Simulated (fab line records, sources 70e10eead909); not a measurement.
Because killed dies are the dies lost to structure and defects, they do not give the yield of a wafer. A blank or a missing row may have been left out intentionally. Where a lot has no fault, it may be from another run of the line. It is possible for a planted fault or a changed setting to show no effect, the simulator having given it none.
Matching of chambers ; flow nand-harc ; ald-hk-01 running NHARC_A_STAIRCASE_ALD_415: 4 sister chambers
The step deposits SiO2, target thk 30 nm, pulse time 6 s, ald cycles 300. 8 wafers are shown with their chamber, then 7 later ones without.

== WAFERS WITH THEIR CHAMBER ==
wafer;chamber;heater-power-w (W);precursor-pulse-height-rel
L151.3;2;457;1.027
L151.4;1;459;1.001
L153.1;0;454;1.022
L153.2;2;457;0.968
L157.3;0;464;1.002
L157.6;3;460;0.983
L159.1;1;463;1.004
L159.2;3;488;1.014

== WAFERS WHOSE CHAMBER IS MISSING ==
wafer;heater-power-w (W);precursor-pulse-height-rel
L159.4;459;0.994
L160.2;466;1.006
L160.4;468;1.021
L160.5;464;1.024
L162.3;465;1.010
L162.5;458;0.999
L162.6;450;0.965

== EACH ONE'S CHAMBER ==
wafer;from the rows above;in truth
L159.4;can't be placed: 2 or 1 or 0 or 3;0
L160.2;can't be placed: 1 or 0 or 3 or 2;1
L160.4;can't be placed: 0 or 1 or 3 or 2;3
L160.5;can't be placed: 0 or 1 or 2 or 3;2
L162.3;can't be placed: 1 or 0 or 2 or 3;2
L162.5;can't be placed: 2 or 1 or 0 or 3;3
L162.6;can't be placed: 2 or 1 or 0 or 3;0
Placed correctly: 0 of 7. From these rows, 7 cannot be placed; in 7 the true chamber is one of the candidates. 0 placed wrongly.
How it was worked out, from the rows above alone: a wafer's distance from a chamber is the root of the sum, over the readings, of the square of ((its reading less the chamber's mean) divided by the reading's scatter). If the next closest chamber is less than 2 further off than the closest, the wafer can't be placed; otherwise it belongs to the closest. A chamber's mean is the mean of its shown wafers. The scatter: take each reading less its chamber's mean, square it, sum over the shown wafers, divide by the number of wafers less the number of chambers, and take the root.
